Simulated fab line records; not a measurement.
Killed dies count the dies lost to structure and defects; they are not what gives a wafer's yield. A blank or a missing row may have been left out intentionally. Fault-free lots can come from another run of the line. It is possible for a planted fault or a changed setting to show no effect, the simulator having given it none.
What tool caused it?    flow n5_finfet    Sampling: 15 lots, 45 wafers, 6 of 1938 route steps

## WHAT THE GAUGES SHOWED, per wafer
N5_BEOL_M12_INSPECT_55: inspects for defects (darkfield).
lot   measured      on                 raw_defect_count
L121  day 10 09:49  defect_inspect-02  71 81 61
L122  day 11 00:09  defect_inspect-02  65 69 63
L124  day 11 08:49  defect_inspect-02  87 86 118
L125  day 12 00:11  defect_inspect-01  59 98 101
L126  day 12 00:20  defect_inspect-02  52 45 34
L128  day 12 04:38  defect_inspect-02  108 79 86
L127  day 12 17:40  defect_inspect-02  70 69 59
L131  day 13 08:05  defect_inspect-02  83 69 71
L136  day 14 12:54  defect_inspect-01  67 89 100
L138  day 15 03:57  defect_inspect-02  40 66 68
L140  day 15 13:40  defect_inspect-01  68 64 67
L137  day 15 14:04  defect_inspect-01  56 43 38
L139  day 15 20:31  defect_inspect-02  72 54 63
L141  day 16 10:46  defect_inspect-02  110 53 75
L142  day 16 15:47  defect_inspect-01  80 46 103

N5_BEOL_M13_CD_MEAS_17: target cd 190 nm.
lot   measured      on         cd_nm (nm)
L121  day 10 10:55  cd_sem-01  190.7 191.0 191.5
L122  day 11 01:20  cd_sem-01  193.2 191.2 189.8
L124  day 11 10:26  cd_sem-03  192.5 192.4 192.4
L125  day 12 01:18  cd_sem-01  192.0 194.3 191.1
L126  day 12 01:28  cd_sem-03  - - -
L128  day 12 06:10  cd_sem-01  - - -
L127  day 12 18:53  cd_sem-03  - - -
L131  day 13 09:14  cd_sem-03  188.5 187.8 188.9
L136  day 14 14:22  cd_sem-02  187.9 190.9 192.2
L138  day 15 05:04  cd_sem-02  189.6 191.6 191.4
L140  day 15 14:49  cd_sem-01  190.1 191.3 192.7
L137  day 15 15:11  cd_sem-02  191.5 188.8 191.2
L139  day 15 21:38  cd_sem-02  192.0 191.9 193.1
L141  day 16 12:01  cd_sem-02  191.8 191.4 190.9
L142  day 16 17:01  cd_sem-01  190.4 190.7 191.5

## WHAT TOOL EACH LOT RAN ON (gives the tool, then ch and the chambers of the sampled wafers, and finally the start)
lot   N5_BEOL_M12_SPUTTER_43        N5_BEOL_M12_ANNEAL_48             N5_BEOL_M13_ILD_DEP_00           N5_BEOL_M13_VIA_ETCH_16
L121  pvd_sputter-01, day 10 08:35  rtp_anneal-02 ch 0, day 10 09:08  pecvd-02 ch 0,1,2, day 10 09:51  rie_diel-06 ch 0,2,3, day 10 10:29
L122  pvd_sputter-03, day 10 22:56  rtp_anneal-02 ch 0, day 10 23:25  pecvd-03 ch 1,2, day 11 00:11    rie_diel-01 ch 0,2,3, day 11 00:53
L124  pvd_sputter-03, day 11 07:23  rtp_anneal-01 ch 0, day 11 07:54  pecvd-01 ch 0,2, day 11 08:52    rie_diel-03 ch 0,2,3, day 11 09:55
L125  pvd_sputter-01, day 11 22:55  rtp_anneal-02 ch 0, day 11 23:25  pecvd-01 ch 0,1,2, day 12 00:13  rie_diel-06 ch 0,3, day 12 00:52
L126  pvd_sputter-02, day 11 23:00  rtp_anneal-02 ch 0, day 11 23:36  pecvd-02 ch 0,1, day 12 00:23    rie_diel-01 ch 0,1, day 12 01:01
L128  pvd_sputter-03, day 12 02:56  rtp_anneal-01 ch 0, day 12 03:43  pecvd-02 ch 0,1, day 12 04:41    rie_diel-01 ch 1,3, day 12 05:43
L127  pvd_sputter-02, day 12 15:32  rtp_anneal-02 ch 0, day 12 16:39  pecvd-01 ch 0,1,2, day 12 17:42  rie_diel-01 ch 1,2,3, day 12 18:27
L131  pvd_sputter-01, day 13 05:43  rtp_anneal-01 ch 0, day 13 07:02  pecvd-01 ch 0,2, day 13 08:07    rie_diel-03 ch 0,1,2, day 13 08:47
L136  pvd_sputter-01, day 14 11:42  rtp_anneal-02 ch 0, day 14 12:07  pecvd-01 ch 0,2, day 14 12:56    rie_diel-06 ch 0,2,3, day 14 13:55
L138  pvd_sputter-03, day 15 02:47  rtp_anneal-02 ch 0, day 15 03:17  pecvd-01 ch 1,2, day 15 03:59    rie_diel-01 ch 0,1,2, day 15 04:37
L140  pvd_sputter-02, day 15 12:29  rtp_anneal-01 ch 0, day 15 12:55  pecvd-02 ch 0,1, day 15 13:41    rie_diel-06 ch 0,1, day 15 14:23
L137  pvd_sputter-02, day 15 12:49  rtp_anneal-02 ch 0, day 15 13:23  pecvd-02 ch 1,2, day 15 14:07    rie_diel-06 ch 0,1,2, day 15 14:44
L139  pvd_sputter-03, day 15 19:21  rtp_anneal-01 ch 0, day 15 19:49  pecvd-02 ch 0,1, day 15 20:33    rie_diel-06 ch 0,1,3, day 15 21:11
L141  pvd_sputter-02, day 16 09:22  rtp_anneal-01 ch 0, day 16 09:59  pecvd-01 ch 0,1,2, day 16 10:49  rie_diel-06 ch 0,1,2, day 16 11:34
L142  pvd_sputter-01, day 16 14:37  rtp_anneal-02 ch 0, day 16 15:07  pecvd-02 ch 0,2, day 16 15:49    rie_diel-03 ch 0,3, day 16 16:34
- N5_BEOL_M12_SPUTTER_43: material TaN, target thk 15 nm, time 24.19 s.
- N5_BEOL_M12_ANNEAL_48: time 90 s.
- N5_BEOL_M13_ILD_DEP_00: deposits SiOC from DEMS/O2, target thk 837.92 nm, time 166.4 s.
- N5_BEOL_M13_VIA_ETCH_16: etches SiOC in C4F8/O2/Ar, target depth 921.7 nm.

## WHAT THE TOOLS THEMSELVES READ (means of the sampled wafers that have a number; where no wafer has one, the mark that the record gives instead)
N5_BEOL_M12_SPUTTER_43.
lot   tool            throttle_valve_pct (%)
L121  pvd_sputter-01  29.9
L122  pvd_sputter-03  31.1
L124  pvd_sputter-03  31.4
L125  pvd_sputter-01  29.4
L126  pvd_sputter-02  29.9
L128  pvd_sputter-03  31.2
L127  pvd_sputter-02  29.9
L131  pvd_sputter-01  29.7
L136  pvd_sputter-01  29.3
L138  pvd_sputter-03  31.4
L140  pvd_sputter-02  30.5
L137  pvd_sputter-02  30.0
L139  pvd_sputter-03  31.7
L141  pvd_sputter-02  30.6
L142  pvd_sputter-01  28.2

N5_BEOL_M12_ANNEAL_48.
lot   tool           wafer_temp_C_max
L121  rtp_anneal-02  226.07
L122  rtp_anneal-02  225.75
L124  rtp_anneal-01  225.88
L125  rtp_anneal-02  226.30
L126  rtp_anneal-02  226.05
L128  rtp_anneal-01  225.62
L127  rtp_anneal-02  226.07
L131  rtp_anneal-01  225.89
L136  rtp_anneal-02  226.03
L138  rtp_anneal-02  226.10
L140  rtp_anneal-01  226.00
L137  rtp_anneal-02  226.15
L139  rtp_anneal-01  225.85
L141  rtp_anneal-01  225.68
L142  rtp_anneal-02  225.99

N5_BEOL_M13_ILD_DEP_00.
lot   tool      chamber_pressure_Torr (Torr)  heater_power_outer_w (W)  heater_power_w (W)  showerhead_plenum_p_Torr (Torr)  throttle_valve_pct (%)
L121  pecvd-02  5.001                         258                       489                 5.712                            11.3
L122  pecvd-03  5.009                         249                       500                 5.690                            11.1
L124  pecvd-01  4.994                         265                       500                 5.702                            11.3
L125  pecvd-01  4.995                         310                       581                 5.694                            11.7
L126  pecvd-02  -                             -                         -                   -                                -
L128  pecvd-02  -                             -                         -                   -                                -
L127  pecvd-01  -                             -                         -                   -                                -
L131  pecvd-01  5.010                         284                       528                 5.694                            11.4
L136  pecvd-01  5.004                         322                       591                 5.690                            11.5
L138  pecvd-01  5.000                         240                       474                 5.693                            11.7
L140  pecvd-02  5.006                         226                       428                 5.707                            11.6
L137  pecvd-02  5.001                         213                       408                 5.707                            11.2
L139  pecvd-02  5.010                         235                       433                 5.699                            11.5
L141  pecvd-01  5.006                         315                       588                 5.702                            11.8
L142  pecvd-02  4.993                         283                       557                 5.696                            11.6

N5_BEOL_M13_VIA_ETCH_16.
lot   tool         O2_flow_sccm (sccm)  drypump_motor_current_A (A)  he_inner_torr (Torr)  oes_product_au (a.u.)  rf_vpp_V (V)  showerhead_plenum_p_Torr (Torr)  throttle_valve_pct (%)
L121  rie_diel-06  7.991                6.0                          15.01                 0.75                   661           3.27                             24.12
L122  rie_diel-01  7.987                5.4                          14.99                 0.65                   666           3.45                             24.48
L124  rie_diel-03  7.997                5.9                          14.98                 0.66                   666           3.45                             24.30
L125  rie_diel-06  8.024                6.1                          15.02                 0.67                   659           3.21                             23.96
L126  rie_diel-01  8.006                5.5                          15.00                 0.31                   666           3.46                             24.27
L128  rie_diel-01  8.029                5.5                          15.01                 0.32                   666           3.46                             24.29
L127  rie_diel-01  8.020                5.4                          15.02                 0.30                   667           3.47                             24.31
L131  rie_diel-03  7.998                6.2                          14.98                 0.62                   666           3.42                             24.51
L136  rie_diel-06  7.993                6.0                          14.95                 0.71                   660           3.26                             24.18
L138  rie_diel-01  8.012                5.5                          15.01                 0.75                   666           3.46                             24.33
L140  rie_diel-06  8.014                6.5                          15.00                 0.68                   663           3.37                             24.06
L137  rie_diel-06  7.981                6.2                          14.99                 0.73                   665           3.40                             24.26
L139  rie_diel-06  7.997                6.3                          15.00                 0.69                   663           3.34                             24.08
L141  rie_diel-06  7.969                6.2                          15.02                 0.73                   665           3.40                             24.28
L142  rie_diel-03  8.003                5.7                          15.01                 0.64                   666           3.44                             24.44

## THE ANSWER, worked out from the rows above alone
Rule: the usual values come from the lots themselves. Put in order of their means at a reading, lots are off if they are a third of the lots or fewer, leave a main group of 4 or more, and stand apart from it by a gap of 3 or more times the standard deviation of the main group's means; of several such gaps the widest counts. A main group is skipped when, at the precision printed for the reading in the tables above, its means are all equal. A lot without any number at a reading at which 4 lots or more have one is off too. Any other lot the step has rows for is counted as sound. The gauges are gone through in route order, then the tools' own readings, and for those a lot's mean is taken as printed above. At the first step where some lot is off, the reading lying furthest off is the one used; lots without a number count as furthest.
Off: L126, L128, L127, at N5_BEOL_M13_CD_MEAS_17 (cd_nm). Without a number there: L126, L128, L127. Mean 191.1 nm and standard deviation 1.1 in the main group.
If a tool, at a process step before that reading, ran all the lots that are off and no sound lot after the first of them, it fits. The gauges at N5_BEOL_M13_CD_MEAS_17 aren't tried: what is off there is off at N5_BEOL_M13_ILD_DEP_00 too, on other tools, and a gauge's error can't cause that. None of those tried fits.

## WHAT HAD BEEN PUT IN BY THE SIMULATOR
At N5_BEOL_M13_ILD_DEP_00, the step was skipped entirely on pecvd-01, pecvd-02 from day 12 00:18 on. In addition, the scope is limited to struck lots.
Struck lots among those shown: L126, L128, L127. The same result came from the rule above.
